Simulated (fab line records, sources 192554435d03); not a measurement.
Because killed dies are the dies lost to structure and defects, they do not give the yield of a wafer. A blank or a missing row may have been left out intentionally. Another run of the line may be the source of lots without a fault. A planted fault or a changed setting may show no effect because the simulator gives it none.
Code-filled problem report in 8D (eight disciplines) form | flow n5Finfet | the parts of the form that need people (team, actions taken, sign-off) are left out

== 1. PROBLEM STATEMENT ==
At N5_BEOL_M9_OCD_MEAS_38, trenchDepthNm averages 122.2 nm over 3 wafers from 3 lots, while fault-free wafers read 152.2 nm, standard deviation 2.1. Relative to the usual mean, that is a shift of -14 standard deviations.
First observed at day 12 02:26: wafer L841.1, on ocd-01. At this step, 18 wafers from 7 lots have a number in the record. Rule for "out" (also "out of limits"): further than 4 standard deviations from the usual mean. All remaining wafers that have a number are taken as sound.

== 2. WHAT IT IS; WHAT IT IS NOT ==
question                    | is                     | is not
which readings at this step | trenchDepthNm          | -
which lots                  | L841, L842, L844       | L832, L833, L849, L855
which wafers of those lots  | L841.1, L842.1, L844.1 | L841.5, L842.2, L844.5
read on which gauges        | ocd-01, ocd-02         | -
when                        | from day 12 02:26      | up to then (7 sound wafers); but 8 sound wafers of L842, L844, L849, L855 came after

== 3. SUSPECTS, AND WHAT RULES EACH OUT ==
Counting: any tool at a process step up to the reading remains a suspect provided it ran every lot that is out. Sound lots after the first of them don't rule it out here, since some wafers of a struck lot are sound.
- the gauge at N5_BEOL_M9_OCD_MEAS_38 has been ruled out. 2 gauges (ocd-01, ocd-02) read the wafers that are out.
- rieDiel-01 at N5_BEOL_M9_ETCH_65 (etches SiARC in CF4, target depth 15.6 nm, time 26 s): kept. Ran every lot that is out, first one L841 (day 12 02:01); last sound lot up to then L833 (day 10 11:24).
- rieDiel-01 at N5_BEOL_M9_VIA_ETCH_34 (etches SiCOH lowk in C4F6/O2, target depth 182.4 nm, time 68.4 s): kept. Ran every lot that is out, first one L841 (day 12 02:09); last sound lot up to then L833 (day 10 11:32).
- rieDiel-01 at N5_BEOL_M9_TRENCH_ETCH_37 (etches SiCOH lowk in C4F6/O2, target depth 151.43 nm, time 49 s): kept. Ran every lot that is out, first one L841 (day 12 02:15); last sound lot up to then L833 (day 10 11:38).
- rieDiel-01 at N5_BEOL_M9_STRIP_80 (strips in N2/H2, time 10 s): kept. Ran every lot that is out, first one L841 (day 12 02:26); last sound lot up to then L833 (day 10 11:49). N5_BEOL_M9_STRIP_80: start missing for some lots; hours and lot order therefore follow N5_BEOL_M9_OCD_MEAS_38.
Left after counting: rieDiel-01 at N5_BEOL_M9_ETCH_65, rieDiel-01 at N5_BEOL_M9_VIA_ETCH_34, rieDiel-01 at N5_BEOL_M9_TRENCH_ETCH_37, rieDiel-01 at N5_BEOL_M9_STRIP_80.

== 4. THE CAUSE (what the simulator had put in) ==
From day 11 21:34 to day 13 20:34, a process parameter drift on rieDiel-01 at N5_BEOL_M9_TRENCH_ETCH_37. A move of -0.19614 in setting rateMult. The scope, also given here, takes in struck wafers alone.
This tool is one of the 4 suspects left after counting.

== 5. THE CHAIN OF EFFECTS, in route order ==
Each row: a reading whose mean over the struck wafers that have a number lies more than 3 standard deviations from the usual. Only readings for which the record gives a usual standard deviation are gone through. hours: the time from each lot's start at the first step in this table that gives one to its start at this step, as a median over the lots. sigmas: the change in usual standard deviations.
hours | step                    | reading          | usual         | on struck wafers | change  | sigmas
0     | N5_BEOL_M9_OCD_MEAS_38  | trenchDepthNm    | 152.2 nm      | 122.2            | -30.0   | -14
3     | N5_BEOL_M9_THK_MEAS_53  | M9_THK           | 142.0 nm      | 111.4            | -30.6   | -12
3     | N5_BEOL_M9_RS_MEAS_57   | M9_RS            | 0.1503 ohm/sq | 0.1963           | +0.0460 | +17
43    | N5_BEOL_M15_RC_MEAS_101 | SERP_M9          | 3.06 ohm/um   | 4.04             | +0.98   | +14
43    | N5_BEOL_M15_RC_MEAS_101 | SERP_M9_max_site | 3.14 ohm/um   | 4.18             | +1.04   | +13

== 6. HOW IT WOULD HAVE BEEN CAUGHT EARLIER ==
In this record the first reading out of limits at a measuring or inspecting step was taken at day 12 02:26, 5 hours after the fault began at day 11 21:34.
An alarm limit of 4 standard deviations would not have fired on the tool readings at N5_BEOL_M9_TRENCH_ETCH_37 for which the record gives a usual standard deviation, since none of them was out on any struck wafer.
Of the lots that are out (3), L844, L842 began N5_BEOL_M9_TRENCH_ETCH_37 on rieDiel-01 after day 12 02:26. A hold on the tool at that time would have spared those 2.
